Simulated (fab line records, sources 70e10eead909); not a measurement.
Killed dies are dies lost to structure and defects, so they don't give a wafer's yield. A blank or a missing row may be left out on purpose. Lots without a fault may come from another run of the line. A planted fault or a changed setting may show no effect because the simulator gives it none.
A struck lot beside a sound one | flow nand_harc | 37 steps out of a route of 1302
Sound: wafers L869.2, L869.4, L869.6. Struck: wafers L874.1, L874.3, L874.4. The cause comes at the end.
At each step with rows: each side's tool, then ch and its chambers, then its first start. Under that, the readings that differ: sound wafers | struck wafers | difference of the means | sigmas: that difference in standard deviations of wafers without a fault.
alike: readings whose means differ by less than 2 such deviations, and words and numbers that are the same on both sides. not compared: withheld readings, readings that some wafer has no value for, bounds like >300 that may hide the same value, and numbers for which the record gives no deviation and whose values overlap.
The two part at a step that has a row with sigmas, a row that says differs or no value, or rows on one side only. Numbers that don't overlap but have no deviation are shown without sigmas and don't part them. A reading that every wafer of one side lacks parts them only if that side has two wafers or more.

first, 10 steps without rows for these wafers: NHARC_P_CONTACT_CVD_23 (deposits W, target thk 200 nm, time 557 s); NHARC_P_CONTACT_CMP_24 (polishes, t overpolish 30 s, target thk 200 nm); NHARC_P_CONTACT_SRD_26; NHARC_P_M0_DEP_00 (deposits SiOC, target thk 150 nm); NHARC_P_M0_DEHYDRATE_01 (time 120 s); NHARC_P_M0_HMDS_02 (time 30 s); NHARC_P_M0_COAT_33 (time 65 s); NHARC_P_M0_COAT_03 (resist thk 90 nm); NHARC_P_M0_SOFTBAKE_04 (time 55 s); NHARC_P_M0_EBR_05.
NHARC_P_M0_EXPOSE_06: exposes mask P M0, target cd 90 nm.
  sound on arfi_scanner-02 ch 0, day 8 00:43; struck on arfi_scanner-02 ch 0, day 10 10:34
  reading              | sound          | struck            | difference | sigmas
  exposure_dose_mJ_cm2 | 81.1 81.2 81.1 | 103.2 103.2 103.3 | +22.1      | +33
  alike: mask
then, 2 steps without rows for these wafers: NHARC_P_M0_PEB_07 (peb time 65 s); NHARC_P_M0_DEVELOP_08 (develop time 35 s).
NHARC_P_M0_CD_MEAS_09: target cd 90 nm.
  sound on cd_sem-03 ch 0, day 8 00:51; struck on cd_sem-03 ch 0
  reading    | sound          | struck            | difference | sigmas
  cd_nm (nm) | 89.8 90.4 90.5 | 103.6 103.5 104.0 | +13.5      | +22
  not compared: hold
NHARC_P_M0_OVL_MEAS_10: pitch 180 nm.
  sound on overlay-02, day 8 00:56; struck on overlay-01, day 10 12:54
  reading           | sound       | struck                                                                     | difference                   | sigmas
  hold              | - - -       | await_dispo/1.9h/release await_dispo/1.9h/release await_dispo/1.9h/release | no value on the sound wafers |
  overlay_x_nm (nm) | 0.5 0.3 1.6 | -0.7 -0.8 -0.9                                                             | -1.6                         | -2
  alike: overlay_y_nm
NHARC_P_M0_DESCUM_14: chemistry O2, time 3 s.
  sound on rie_diel-05 ch 0,3, day 8 01:02; struck on rie_diel-05 ch 0,1,3, day 10 13:00
  reading               | sound            | struck            | difference | sigmas
  model.P_M0.cd_nm (nm) | 90.22 90.3 90.66 | 103.1 102.6 102.7 | +12.4      |
  alike: drypump_motor_current_A, o2_flow_sccm, oes_product_au, rf_vpp_V, showerhead_plenum_p_Torr, throttle_valve_pct
  not compared: rf_hours_counter_h
then, 1 step without rows for these wafers: NHARC_P_M0_ETCH_34 (etches the open film in N2/H2, target depth 40 nm, overetch 12 nm, time 43.94 s).
NHARC_P_M0_ETCH_15: etches the open film in C4F8/Ar, target depth 150 nm, overetch 15 nm, time 82.5 s.
  sound on rie_diel-05 ch 0,1,3; struck on rie_diel-05 ch 0,1,3
  reading               | sound             | struck            | difference | sigmas
  model.P_M0.cd_nm (nm) | 90.01 89.88 90.15 | 102.5 102.2 103.1 | +12.6      |
  alike: bias_w, oes_product_au, rf_vpp_V
  not compared: rf_hours_counter_h
NHARC_P_M0_CD_MEAS_16:
  sound on cd_sem-02, day 8 01:20; struck on cd_sem-01, day 10 13:29
  reading    | sound          | struck            | difference | sigmas
  cd_nm (nm) | 90.1 89.5 90.4 | 102.7 102.2 103.2 | +12.7      | +16
  not compared: hold
NHARC_P_M0_STRIP_18: strips in N2/H2.
  sound on rie_diel-05 ch 0,2,3, day 8 01:28; struck on rie_diel-05 ch 1,2,3, day 10 22:36
  reading | sound | struck                                                                     | difference                   | sigmas
  hold    | - - - | await_dispo/2.7h/release await_dispo/2.7h/release await_dispo/2.7h/release | no value on the sound wafers |
  alike: drypump_motor_current_A, oes_product_au, rf_vpp_V, showerhead_plenum_p_Torr, throttle_valve_pct
  not compared: rf_hours_counter_h
then, 17 steps without rows for these wafers: NHARC_P_M0_STRIP_19 (strips in post etch residue remover, time 600 s); NHARC_P_M0_DEGAS_28 (time 60 s); NHARC_P_M0_PRE_CLEAN_29 (time 30 s); NHARC_P_M0_PVD_20 (deposits TaN, target thk 5 nm, time 8.06 s); NHARC_P_M0_PVD_21 (deposits Cu, target thk 30 nm, time 20.49 s); NHARC_P_M0_ECD_22 (material Cu, target thk 400 nm); NHARC_P_M0_ANNEAL_30 (time 90 s); NHARC_P_M0_CMP_23 (polishes, t overpolish 20 s, target thk 117.54 nm); NHARC_P_M0_SRD_25; NHARC_P_M0_PRE_CLEAN_31 (time 12 s); NHARC_P_M0_DEP_32 (deposits SiCN, target thk 30 nm); NHARC_P_M1_DEP_00 (deposits SiOC, target thk 182.5 nm); NHARC_P_M1_DEHYDRATE_01 (time 120 s); NHARC_P_M1_HMDS_02 (time 30 s); NHARC_P_M1_COAT_34 (time 65 s); NHARC_P_M1_COAT_03 (resist thk 90 nm); NHARC_END_SORT_01.

WHERE THEY PART
First at NHARC_P_M0_EXPOSE_06; last, within this record, at NHARC_P_M0_STRIP_18.

WHY: what the simulator had put in
Process parameter drift: arfi_scanner-02, from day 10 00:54 on, at NHARC_P_M0_EXPOSE_06. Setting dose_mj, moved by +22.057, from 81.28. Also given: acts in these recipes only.
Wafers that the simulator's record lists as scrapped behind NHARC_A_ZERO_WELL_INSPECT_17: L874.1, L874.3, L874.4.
